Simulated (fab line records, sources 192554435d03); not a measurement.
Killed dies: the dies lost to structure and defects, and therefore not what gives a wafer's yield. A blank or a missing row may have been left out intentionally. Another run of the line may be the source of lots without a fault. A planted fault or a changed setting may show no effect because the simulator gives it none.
Matching of chambers    flow n5_finfet    N5_BEOL_M10_STRIP_19 on rie_diel-02 has 4 sister chambers
The step strips in O2. 4 wafers are shown with their chamber, then 9 later ones without.

## WAFERS WITH THEIR CHAMBER
wafer   chamber  drypump_motor_current_A (A)
L083.4  1        5.7
L089.3  3        4.9
L089.4  0        6.4
L089.5  2        5.7

## WAFERS WHOSE CHAMBER IS MISSING
wafer   drypump_motor_current_A (A)
L093.3  5.7
L093.4  5.6
L093.5  4.9
L096.2  4.9
L096.3  5.6
L096.6  5.7
L097.1  5.6
L097.3  4.9
L097.4  5.7

## EACH ONE'S CHAMBER
wafer   from the rows above      in truth
L093.3  can't be placed: 1 or 2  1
L093.4  can't be placed: 1 or 2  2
L093.5  3                        3
L096.2  3                        3
L096.3  can't be placed: 1 or 2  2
L096.6  can't be placed: 1 or 2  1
L097.1  can't be placed: 1 or 2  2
L097.3  3                        3
L097.4  can't be placed: 1 or 2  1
Correctly placed: 3 of 9. Cannot be placed on the basis of these rows: 6; the candidates contain the true chamber in 6. 0 placed wrongly.
How it was worked out, from the rows above alone: a wafer's distance from a chamber is the root of the sum, over the readings, of the square of ((its reading less the chamber's mean) divided by the reading's scatter). If the next closest chamber is less than 2 further off than the closest, the wafer can't be placed; otherwise it belongs to the closest. The mean given for a chamber averages the wafers shown for that chamber. The scatter: with one shown wafer a chamber, the root of the mean of the squares of how far each hidden wafer lies from its nearest shown one.
